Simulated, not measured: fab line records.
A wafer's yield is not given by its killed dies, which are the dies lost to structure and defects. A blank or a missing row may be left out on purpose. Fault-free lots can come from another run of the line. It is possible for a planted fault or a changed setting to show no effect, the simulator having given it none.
fab line records	flow nand-harc
record: lots: 12	wafers: 36	last-day: 35
route steps=1302 shown A_SGD_CUT@905 A_SLIT@930
lots untouched by any fault: they come from a run of this same line in which no faults occurred
start-h: start of the lot's first displayed wafer, in hours after the record's first day	wait-h: hours from the lot's prior step to this one	" identical to the entry in the row above	L1.1+2: a single row standing in for several wafers	- no value present, or no start provided	* or withheld: withheld	< > ~ a bound
route shown NAME@n: a module of which the file shows steps, and the number in the route of the first	usual: average and standard deviation across the fault-free wafers	same: alike in all rows	chamber/n: place in a boat	sites: the reading at each site	_std_site: standard deviation across them	_edge_site: the outer-site mean with the inner-site mean subtracted	radius-mm: how far each site lies from the wafer's centre	mask NAME#n: copy n	behind: the most recent tool/chamber to have shaped the wafer	hold: what put the lot on hold/how long, in hours/how the hold closed	device: the transistor (n, p or np) that didn't switch	end of line: at the end of the route, the tests of the same wafers	a step without rows: its recipe alone	killed: the dies lost at the first sort to structure and to defects; this is not the yield of the wafer	map: dies across one wafer; x = killed, . = not, _ = none there
set.NAME: setting as actually run; set.NAME@STEP: the setting as run at that earlier step	model.NAME: the simulator's own value behind a step, which no gauge read
route steps across a sampled set of lots; one table per step, one row per wafer
services: the hour from which a tool's chamber was out of use, counted from the record's first day as start-h (under 0 if before that day), plus the number of hours and why
== steps ==
step: NHARC_A_SGD_CUT_ETCH_58
recipe: target-depth-a: 390	over-etch-frac: 0.3	time-s: 65	ion-energy-ev: 80	cf4-flow-sccm: 150	ar-flow-sccm: 0	rf-w: 300	bias-w: 100	chemistry: CF4
usual: drypump-motor-current-A: 5.6/0.42	oes-product-au: 1.000/0.01	rf-vpp-V: 151.1/1.4	showerhead-plenum-p-Torr: 1.76/0.088	throttle-valve-pct: 13.283/0.0089
lot.wafer	tool	chamber	start-h	wait-h	drypump-motor-current-A	oes-product-au	rf-hours-counter-h	rf-vpp-V	showerhead-plenum-p-Torr	throttle-valve-pct
L603.3	rie-diel-13	0	450.89	0.1	5.5	1.009	9	151.9	1.71	13.293
L603.4	"	1	"	"	5.4	1.006	2	150.1	1.67	13.298
L603.6	"	0	"	"	5.5	1.002	-	149.1	1.72	13.275
L605.3	rie-diel-02	3	457.98	0.1	5.8	0.998	2	152.9	1.90	13.264
L605.2	"	0	"	"	5.1	0.992	2	153.5	1.85	13.277
L605.1	"	1	"	"	5.2	0.997	2	153.6	1.84	13.274
L608.1	rie-diel-07	3	496.66	0.1	6.4	1.005	1	150.7	1.72	13.283
L608.2	"	1	"	"	5.9	1.005	1	149.6	1.71	13.288
L608.5	"	0	"	"	6.0	1.014	-	152.2	1.79	13.274
L607.4	rie-diel-13	2	504.74	0.1	5.0	1.021	14	150.1	1.68	13.287
L607.2	"	3	"	"	6.2	0.999	12	149.5	1.66	13.280
L607.5	"	0	"	"	5.5	1.002	-	151.7	1.71	13.285
L610.1	rie-diel-02	1	530.99	0.1	5.2	1.020	6	152.4	1.84	13.273
L610.2	"	2	"	"	5.7	0.995	6	151.6	1.87	13.275
L610.6	"	0	"	"	5.1	0.982	-	151.1	1.85	13.285
L612.2	rie-diel-02	3	536.60	0.1	5.8	0.987	6	152.9	1.89	13.299
L612.4	"	0	"	"	5.1	0.976	7	151.7	1.85	13.293
L612.6	"	1	"	"	5.2	1.015	-	151.0	1.84	13.286
L615.3	rie-diel-02	2	580.00	0.1	5.7	0.992	0	150.8	1.87	13.276
L615.2	"	3	"	"	5.8	0.992	0	150.7	1.89	13.289
L615.5	"	2	"	"	5.7	1.003	-	153.2	1.87	13.272
L622.2	rie-diel-02	3	630.43	0.1	5.8	0.984	2	153.7	1.89	13.285
L622.4	"	0	"	"	5.1	0.977	2	153.0	1.85	13.284
L622.5	"	0	"	"	5.1	0.983	-	151.6	1.85	13.280
L621.3	rie-diel-13	3	631.38	0.1	6.2	0.997	8	149.3	1.66	13.281
L621.6	"	3	"	"	6.2	1.005	-	150.7	1.66	13.286
L621.5	"	0	"	"	5.5	1.003	-	151.3	1.71	13.290
L624.2	rie-diel-07	0	659.12	0.1	6.0	1.001	0	151.9	1.78	13.275
L624.3	"	1	"	"	5.9	1.001	0	149.2	1.71	13.290
L624.5	"	1	"	"	5.9	1.003	-	151.1	1.71	13.276
L623.3	rie-diel-13	3	659.46	0.1	6.2	1.007	9	149.9	1.66	13.288
L623.5	"	2	"	"	5.1	0.990	-	151.7	1.68	13.279
L623.6	"	3	"	"	6.2	0.995	-	148.0	1.66	13.302
L625.2	rie-diel-13	2	672.19	0.1	5.1	0.999	10	150.2	1.68	13.277
L625.3	"	3	"	"	6.2	0.998	10	149.2	1.66	13.296
L625.4	"	0	"	"	5.5	1.006	9	150.4	1.71	13.288
step: NHARC_A_SLIT_EXPOSE_06
recipe: na: 1.35	dose-mj: 60.82	mask-id: SLIT
usual: exposure-dose-mJ-cm2: 60.83/0.052	reticle-temp-C: 23.00/0.089
lot.wafer	tool	chamber	start-h	wait-h	mask	exposure-dose-mJ-cm2	reticle-temp-C
L603.3	arfi-scanner-02	0	464.25	-	SLIT#0	60.90	23.05
L603.4	"	0	"	"	SLIT#0	60.79	22.99
L603.6	"	0	"	"	SLIT#0	60.89	23.03
L605.1	arfi-scanner-03	0	470.97	-	SLIT#0	60.78	22.90
L605.2	"	0	"	"	SLIT#0	60.78	23.05
L605.3	"	0	"	"	SLIT#0	60.87	22.95
L608.1	arfi-scanner-02	0	514.14	-	SLIT#0	60.78	23.15
L608.2	"	0	"	"	SLIT#0	60.78	23.02
L608.5	"	0	"	"	SLIT#0	60.85	23.01
L607.2	arfi-scanner-01	0	521.71	-	SLIT#0	60.86	22.98
L607.4	"	0	"	"	SLIT#0	60.79	22.93
L607.5	"	0	"	"	SLIT#0	60.87	22.97
L610.1	arfi-scanner-02	0	543.53	-	SLIT#0	60.83	22.92
L610.2	"	0	"	"	SLIT#0	60.90	23.00
L610.6	"	0	"	"	SLIT#0	60.89	23.04
L612.2	arfi-scanner-02	0	547.62	-	SLIT#0	58.94	23.02
L612.4	"	0	"	"	SLIT#0	59.03	22.76
L612.6	"	0	"	"	SLIT#0	59.05	23.06
L615.2	arfi-scanner-02	0	590.99	-	SLIT#0	59.32	22.98
L615.3	"	0	"	"	SLIT#0	59.40	23.04
L615.5	"	0	"	"	SLIT#0	59.33	22.95
L622.2	arfi-scanner-01	0	642.06	-	SLIT#0	60.85	23.06
L622.4	"	0	"	"	SLIT#0	60.90	22.87
L622.5	"	0	"	"	SLIT#0	60.83	22.95
L621.3	arfi-scanner-03	0	642.37	-	SLIT#0	60.81	22.79
L621.5	"	0	"	"	SLIT#0	60.75	23.13
L621.6	"	0	"	"	SLIT#0	60.86	22.95
L624.2	arfi-scanner-03	0	673.21	-	SLIT#0	60.81	22.96
L624.3	"	0	"	"	SLIT#0	60.92	22.98
L624.5	"	0	"	"	SLIT#0	60.84	22.75
L623.3	arfi-scanner-01	0	675.38	-	SLIT#0	60.87	23.00
L623.5	"	0	"	"	SLIT#0	60.78	23.22
L623.6	"	0	"	"	SLIT#0	60.78	23.16
L625.2	arfi-scanner-01	0	685.74	-	SLIT#0	60.76	23.06
L625.3	"	0	"	"	SLIT#0	60.77	22.98
L625.4	"	0	"	"	SLIT#0	60.84	22.95
step: NHARC_A_SLIT_DESCUM_14
recipe: time-s: 3	o2-flow-sccm: 200	ar-flow-sccm: 0	bias-power-w: 0	chemistry: O2
usual: drypump-motor-current-A: 5.7/0.35	oes-product-au: 1.002/0.011	rf-vpp-V: 57.7/0.84	showerhead-plenum-p-Torr: 1.91/0.087	throttle-valve-pct: 11.312/0.0084
lot.wafer	tool	chamber	start-h	wait-h	drypump-motor-current-A	oes-product-au	rf-hours-counter-h	rf-vpp-V	showerhead-plenum-p-Torr	throttle-valve-pct
L603.3	rie-diel-10	2	464.56	0.1	5.7	1.006	2	57.8	1.78	11.323
L603.4	"	0	"	"	6.5	1.010	2	57.7	1.98	11.309
L603.6	"	3	"	"	5.9	0.992	-	57.8	2.01	11.318
L605.1	rie-diel-10	3	471.30	0.1	5.9	0.989	3	56.4	2.01	11.310
L605.2	"	0	"	"	6.4	1.011	3	57.2	1.98	11.314
L605.3	"	1	"	"	6.0	1.006	3	58.2	1.85	11.315
L608.2	rie-diel-03	1	514.47	0.1	6.1	0.993	1	58.4	1.99	11.295
L608.1	"	2	"	"	5.5	1.017	1	57.1	1.85	11.334
L608.5	"	1	"	"	6.2	0.991	-	58.4	1.99	11.308
L607.4	rie-diel-03	3	522.03	0.1	5.9	1.017	2	56.7	1.78	11.318
L607.2	"	1	"	"	6.1	0.999	3	59.8	1.99	11.307
L607.5	"	3	"	"	5.8	1.017	-	57.7	1.78	11.306
L610.1	rie-diel-06	1	543.87	0.1	5.5	0.995	2	59.4	2.00	11.312
L610.2	"	2	"	"	5.9	0.992	2	58.5	1.89	11.314
L610.6	"	1	"	"	5.5	0.994	-	58.4	2.00	11.316
L612.4	rie-diel-06	0	547.97	0.1	5.3	0.998	4	57.0	1.98	11.331
L612.2	"	1	"	"	5.5	0.983	3	57.9	2.00	11.309
L612.6	"	3	"	"	5.3	0.989	-	59.8	1.97	11.319
L615.3	rie-diel-06	3	591.32	0.1	5.3	0.990	5	57.7	1.97	11.315
L615.2	"	1	"	"	5.5	0.997	5	58.9	2.00	11.310
L615.5	"	3	"	"	5.3	0.989	-	57.2	1.97	11.312
L622.2	rie-diel-06	2	642.39	0.1	5.9	0.997	9	56.8	1.89	11.301
L622.4	"	3	"	"	5.3	0.975	9	58.3	1.97	11.312
L622.5	"	3	"	"	5.3	0.985	-	59.9	1.97	11.314
L621.3	rie-diel-10	1	642.72	0.1	6.0	0.996	1	57.0	1.85	11.308
L621.5	"	2	"	"	5.7	1.019	-	56.7	1.78	11.312
L621.6	"	3	"	"	5.9	1.002	-	58.5	2.01	11.312
L624.2	rie-diel-03	0	673.53	0.1	5.3	1.019	1	56.6	1.77	11.308
L624.3	"	2	"	"	5.6	1.011	1	58.0	1.85	11.318
L624.5	"	1	"	"	6.1	0.994	-	57.5	1.99	11.327
L623.3	rie-diel-06	1	675.73	0.1	5.5	0.991	0	58.2	2.00	11.314
L623.6	"	2	"	"	5.9	0.999	-	58.1	1.89	11.301
L623.5	"	3	"	"	5.3	0.980	-	56.2	1.97	11.319
L625.2	rie-diel-06	3	686.06	0.1	5.3	0.988	1	57.5	1.97	11.332
L625.3	"	0	"	"	5.2	1.003	1	57.2	1.98	11.308
L625.4	"	2	"	"	5.9	0.993	1	57.5	1.89	11.314
step: NHARC_A_SLIT_ETCH_26
recipe: bias-v: 400	source-w: 2000	pressure-mtorr: 25	time-s: 90	ar-flow-sccm: 375	c4f8-flow-sccm: 41.7	o2-flow-sccm: 83.3	target-depth-a: 4000	chemistry: C4F8/O2/Ar
usual: drypump-motor-current-A: 5.4/0.49	showerhead-plenum-p-Torr: 3.71/0.14	throttle-valve-pct: 27.621/0.0092
lot.wafer	tool	chamber	start-h	wait-h	drypump-motor-current-A	rf-hours-counter-h	showerhead-plenum-p-Torr	throttle-valve-pct
L603.4	har-etch-01	0	469.55	1.9	6.0	-	3.68	27.614
L603.3	"	1	"	"	5.9	-	3.56	27.616
L603.6	"	0	"	"	6.0	-	3.68	27.616
L605.2	har-etch-01	1	477.38	3.0	5.9	271	3.55	27.620
L605.1	"	0	"	"	6.0	271	3.67	27.630
L605.3	"	1	"	"	5.9	-	3.55	27.595
L608.2	har-etch-01	0	521.18	3.0	6.0	290	3.66	27.617
L608.1	"	1	"	"	5.9	290	3.54	27.624
L608.5	"	0	"	"	6.0	-	3.66	27.605
L607.2	har-etch-01	1	526.92	3.0	5.8	294	3.54	27.626
L607.4	"	0	"	"	6.0	-	3.66	27.637
L607.5	"	1	"	"	5.9	-	3.54	27.619
L610.2	har-etch-01	1	551.08	3.0	5.8	313	3.53	27.618
L610.1	"	0	"	"	6.0	313	3.65	27.619
L610.6	"	0	"	"	6.0	-	3.65	27.609
L612.2	har-etch-02	0	552.89	3.1	5.0	95	3.70	27.633
L612.4	"	0	"	"	5.0	-	3.70	27.628
L612.6	"	0	"	"	5.0	-	3.70	27.622
L615.2	har-etch-02	1	596.18	3.0	4.9	118	3.91	27.626
L615.3	"	1	"	"	4.9	-	3.91	27.616
L615.5	"	0	"	"	5.0	-	3.69	27.641
L622.2	har-etch-02	1	647.24	2.4	4.8	145	3.90	27.625
L622.4	"	1	"	"	4.8	-	3.90	27.623
L622.5	"	0	"	"	5.0	-	3.67	27.614
L621.3	har-etch-02	1	651.10	1.9	4.9	-	3.89	27.628
L621.5	"	1	"	"	4.9	-	3.89	27.614
L621.6	"	0	"	"	5.0	-	3.67	27.608
L624.2	har-etch-02	0	678.38	3.0	5.0	164	3.66	27.627
L624.3	"	0	"	"	5.0	-	3.66	27.633
L624.5	"	0	"	"	5.0	-	3.66	27.626
L623.3	har-etch-02	1	682.28	1.3	4.9	-	3.88	27.621
L623.6	"	0	"	"	5.0	-	3.66	27.614
L623.5	"	1	"	"	4.9	-	3.88	27.640
L625.2	har-etch-01	1	690.99	2.5	5.8	390	3.49	27.634
L625.3	"	0	"	"	6.0	-	3.61	27.633
L625.4	"	1	"	"	5.9	-	3.49	27.622
== services ==
tool	chamber	start-h	hours	kind
arfi-scanner-02	-	429.06	3.6	repair
arfi-scanner-02	-	457.47	2.6	repair
arfi-scanner-01	-	473.86	1.2	repair
rie-diel-06	-	484.21	9.0	pm
arfi-scanner-02	-	486.95	4.0	pm
rie-diel-13	-	519.00	9.0	pm
arfi-scanner-01	-	532.84	0.7	repair
rie-diel-02	1	541.87	8.5	repair
rie-diel-13	0	547.53	12.4	repair
rie-diel-02	3	548.17	3.1	repair
rie-diel-02	-	548.86	0.5	repair
rie-diel-13	2	549.59	6.3	repair
har-etch-01	-	556.48	4.0	repair
arfi-scanner-01	-	557.55	2.1	repair
rie-diel-02	-	570.76	9.0	pm
arfi-scanner-01	-	596.00	4.0	pm
rie-diel-13	1	610.55	9.0	repair
rie-diel-06	2	622.91	1.4	repair
rie-diel-02	1	623.55	5.7	repair
arfi-scanner-02	-	625.86	1.3	repair
rie-diel-02	2	642.31	16.2	repair
arfi-scanner-02	-	658.95	4.0	pm
rie-diel-06	-	661.21	9.0	pm
rie-diel-06	-	679.86	0.3	repair
== key ==
first-sign: step: NHARC_A_SLIT_EXPOSE_06	reading: exposure-dose-mJ-cm2	direction: down	sigmas: 32	usual: 60.83	struck: 59.18
effect none on later readings
met-at NHARC_A_SLIT_EXPOSE_06
struck-lots L612,L615
tester-left-out L612,L615
loop-trim: step: NHARC_A_SLIT_EXPOSE_06	setting: dose	lots: L615
not-acting-at NHARC_A_SGD_CUT_ETCH_58,NHARC_A_SLIT_DESCUM_14,NHARC_A_SLIT_ETCH_26
onset-between 543.53 547.62
fault: kind: process-parameter-drift	tool: arfi-scanner-02	chamber: -	onset-h: 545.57	steps: NHARC_A_SLIT_EXPOSE_06	channel: dose-mj	offset: -1.8331	shape: step	acts-in: these-recipes-only	stated: 60.82
tester-left-out: of these lots the tester's yield and bins aren't shown, on N5 and GAA mostly nor the transistor test; their killed dies are dies lost to structure and defects alone, not to doping, threshold or leakage, so they don't give the yield
loop-trim: a control loop set the setting to another value than it would have without faults
